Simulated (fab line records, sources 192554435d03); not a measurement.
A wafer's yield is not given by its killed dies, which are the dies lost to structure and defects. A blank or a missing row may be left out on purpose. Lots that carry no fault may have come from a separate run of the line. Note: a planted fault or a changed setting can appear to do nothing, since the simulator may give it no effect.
Problem report in the 8D (eight disciplines) form, filled by code + flow n5Finfet + the parts of the form that need people (team, actions taken, sign-off) are left out

## 1. WHAT WENT WRONG
Mean of spinSpeedRpm at N5_BEOL_M7_COAT_71: 1554.5 rpm across 9 wafers in 3 lots; on wafers with no fault it is 1499.8 rpm (standard deviation 0.91). That puts it +60 standard deviations away from the usual mean.
The step: time 60 s, resist thk 5 nm.
The first sign was on wafer L179.2 at day 10 09:31, on lithoTrack-01. At this step, 30 wafers from 10 lots have a number in the record. Rule for "out", or "out of limits": more than 4 standard deviations from the usual mean. The rest of the wafers with a number are treated as sound.

## 2. WHAT IT IS AND WHAT IT IS NOT
| question                    | is                     | is not                                                                                            |
|-----------------------------|------------------------|---------------------------------------------------------------------------------------------------|
| which readings at this step | spinSpeedRpm           | resistLineTempC                                                                                   |
| which lots                  | L179, L180, L182       | L176, L178, L187, L189, L191, L192, L194                                                          |
| which wafers of those lots  | all that have a number | -                                                                                                 |
| read on which tools         | lithoTrack-01          | lithoTrack-02, lithoTrack-04                                                                      |
| when                        | from day 10 09:31      | up to then (3 sound wafers); but 18 sound wafers of L178, L187, L189, L191, L192, L194 came after |

## 3. THE SUSPECTS, EACH WITH WHAT RULES IT OUT
Counting: a tool at a process step up to the reading stays a suspect if it ran every lot that is out and no sound lot after the first of them.
- lithoTrack-01 at N5_BEOL_M7_COAT_71 (time 60 s, resist thk 5 nm): ruled out as a lasting fault. Following L179 (day 10 09:31), the first lot on it that is out, the sound lots L191, L192 were run on it.
Left after counting: nothing in the record.

## 4. THE CAUSE (what the simulator had put in)
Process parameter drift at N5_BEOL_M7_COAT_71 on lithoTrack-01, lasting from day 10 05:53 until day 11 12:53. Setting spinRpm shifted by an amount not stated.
Counting ruled it out, wrongly.

## 5. THE EFFECT CHAIN, in route order
One row per reading whose mean, taken over the struck wafers that have a number, lies over 3 standard deviations from the usual. Readings are gone through only where the record gives a usual standard deviation; hours: the median, over the lots, of the time from a lot's start at the first step in this table giving one to that lot's start at this step; sigmas: the change measured in usual standard deviations.
| hours | step               | reading      | usual      | on struck wafers | change | sigmas |
|-------|--------------------|--------------|------------|------------------|--------|--------|
| 0     | N5_BEOL_M7_COAT_71 | spinSpeedRpm | 1499.8 rpm | 1554.5           | +54.7  | +60    |
The process steps in it:
- N5_BEOL_M7_COAT_71: time 60 s, resist thk 5 nm.

## 6. WHAT WOULD HAVE CAUGHT IT SOONER
4 hours passed between the start of the fault at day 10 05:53 and the first reading out of limits in this record, taken at day 10 09:31.
